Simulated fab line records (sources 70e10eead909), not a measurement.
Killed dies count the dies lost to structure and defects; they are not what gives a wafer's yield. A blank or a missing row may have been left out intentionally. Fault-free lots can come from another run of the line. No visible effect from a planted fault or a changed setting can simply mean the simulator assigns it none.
Matching of chambers | flow nand harc | 3 sister chambers for NHARC_A_STAIRCASE_DEP_151 on pecvd-02
The step deposits SiO2, target thk 3800 nm. 6 wafers are shown with their chamber, then 7 later ones without.

WAFERS, EACH WITH ITS CHAMBER
wafer  | chamber | heater power w (W) | rf fwd power W (W)
L483.4 | 1       | 538                | 499.5
L486.2 | 0       | 709                | 499.5
L486.3 | 2       | 613                | 497.7
L486.6 | 1       | 541                | 501.5
L488.3 | 2       | 606                | 498.3
L488.5 | 0       | 570                | 498.8

WAFERS WITHOUT THEIR CHAMBER
wafer  | heater power w (W) | rf fwd power W (W)
L488.6 | 542                | 501.9
L491.1 | 722                | 499.6
L491.2 | 591                | 499.7
L491.4 | 526                | 500.5
L492.1 | 701                | 499.3
L492.2 | 668                | 498.9
L492.4 | 532                | 499.4

THE CHAMBER EACH PASSED THROUGH
wafer  | from the rows above          | in truth
L488.6 | can't be placed: 1 or 0      | 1
L491.1 | can't be placed: 0 or 2 or 1 | 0
L491.2 | can't be placed: 0 or 1 or 2 | 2
L491.4 | 1                            | 1
L492.1 | can't be placed: 0 or 2      | 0
L492.2 | can't be placed: 0 or 2      | 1
L492.4 | can't be placed: 1 or 0 or 2 | 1
Placed correctly: 1 of 7. These rows do not allow placing 6 (true chamber among the candidates in 5). 0 placed wrongly.
How it was worked out, from the rows above alone: a wafer's distance from a chamber is the root of the sum, over the readings, of the square of ((its reading less the chamber's mean) divided by the reading's scatter). If the next closest chamber is less than 2 further off than the closest, the wafer can't be placed; otherwise it belongs to the closest. Each chamber's mean is taken over the wafers shown for it. The scatter is the square root of a quotient: the sum, over the shown wafers, of each reading's squared deviation from its chamber's mean, divided by wafers minus chambers.
